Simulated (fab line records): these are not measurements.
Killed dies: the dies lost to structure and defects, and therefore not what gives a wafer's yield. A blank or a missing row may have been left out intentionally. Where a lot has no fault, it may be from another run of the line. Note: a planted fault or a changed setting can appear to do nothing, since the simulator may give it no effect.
The tool behind it: which one? :: flow nand_harc :: Sampling: 6 lots, 17 wafers, 5 of 1159 route steps

== WHAT EACH GAUGE READ, for each wafer ==
NHARC_END_SORT_01.
lot: L819
measured: day 21 01:43
on: prober-02
killed_at_array: 23 21 23

lot: L820
measured: day 21 20:25
on: prober-01
killed_at_array: 18

== TOOL THAT RAN EACH LOT (tool first, then ch and the chambers of the sampled wafers, then the start) ==
lot: L816
NHARC_A_WL_FILL_ALD_00: ald_hk-02 ch 0,3, day 15 10:55
NHARC_A_WL_FILL_RTA_01: rtp_anneal-02 ch 0, day 15 11:13
NHARC_A_WL_FILL_ALD_02: ald_metal-03 ch 1,2,3, day 15 11:29
NHARC_A_WL_FILL_ALD_10: ald_hk-04 ch 0,1, day 15 21:23

lot: L817
NHARC_A_WL_FILL_ALD_00: ald_hk-04 ch 1,2,3, day 16 00:32
NHARC_A_WL_FILL_RTA_01: rtp_anneal-01 ch 0, day 16 00:50
NHARC_A_WL_FILL_ALD_02: ald_metal-04 ch 0,1,3, day 16 01:05
NHARC_A_WL_FILL_ALD_10: ald_hk-02 ch 0,1,2, day 16 14:12

lot: L819
NHARC_A_WL_FILL_ALD_00: ald_hk-03 ch 0,1,3, day 16 18:29
NHARC_A_WL_FILL_RTA_01: rtp_anneal-01 ch 0, day 16 18:42
NHARC_A_WL_FILL_ALD_02: ald_metal-01 ch 0,1,3, day 16 18:57
NHARC_A_WL_FILL_ALD_10: ald_hk-02 ch 1,2,3, day 17 05:35

lot: L820
NHARC_A_WL_FILL_ALD_00: ald_hk-03 ch 1,3, day 17 02:07
NHARC_A_WL_FILL_RTA_01: rtp_anneal-02 ch 0, day 17 02:19
NHARC_A_WL_FILL_ALD_02: ald_metal-03 ch 2, day 17 02:32
NHARC_A_WL_FILL_ALD_10: ald_hk-02 ch 0,3, day 17 19:23

lot: L829
NHARC_A_WL_FILL_ALD_00: ald_hk-03 ch 0,1,3, day 18 21:15
NHARC_A_WL_FILL_RTA_01: rtp_anneal-02 ch 0, day 18 21:31
NHARC_A_WL_FILL_ALD_02: ald_metal-01 ch 0,1,3, day 18 21:46
NHARC_A_WL_FILL_ALD_10: ald_hk-03 ch 0,2,3, day 19 10:20

lot: L832
NHARC_A_WL_FILL_ALD_00: ald_hk-03 ch 1,2,3, day 19 20:29
NHARC_A_WL_FILL_RTA_01: rtp_anneal-02 ch 0, day 19 20:46
NHARC_A_WL_FILL_ALD_02: ald_metal-04 ch 0,2, day 19 20:59
NHARC_A_WL_FILL_ALD_10: ald_hk-03 ch 0,3, day 20 10:10
- NHARC_A_WL_FILL_ALD_00: deposits Al2O3, target thk 3 nm, pulse time 3 s, ald cycles 30.
- NHARC_A_WL_FILL_RTA_01: time 5 s.
- NHARC_A_WL_FILL_ALD_02: deposits TiN, target thk 2 nm, pulse time 3 s, ald cycles 100.
- NHARC_A_WL_FILL_ALD_10: deposits SiO2, target thk 50 nm, pulse time 10 s, ald cycles 500.

== THE ANSWER, worked out from the rows above alone ==
Rule: what is usual is taken from the lots themselves. The widest of any qualifying gaps counts: lots, ordered by their means at a reading, are off when they make up no more than a third of the lots, leave a main group of 4 or more, and stand apart from it by 3 or more times the standard deviation of that group's means. If all means in a main group match to the digits the tables above print for the reading, that group is not used. Also off: a lot with no number at a reading for which 4 or more lots have one. All remaining lots with rows at the step are treated as sound.
No lot is off on any of the readings shown, so nothing can be concluded from this.

== WHAT THE SIMULATOR PUT IN ==
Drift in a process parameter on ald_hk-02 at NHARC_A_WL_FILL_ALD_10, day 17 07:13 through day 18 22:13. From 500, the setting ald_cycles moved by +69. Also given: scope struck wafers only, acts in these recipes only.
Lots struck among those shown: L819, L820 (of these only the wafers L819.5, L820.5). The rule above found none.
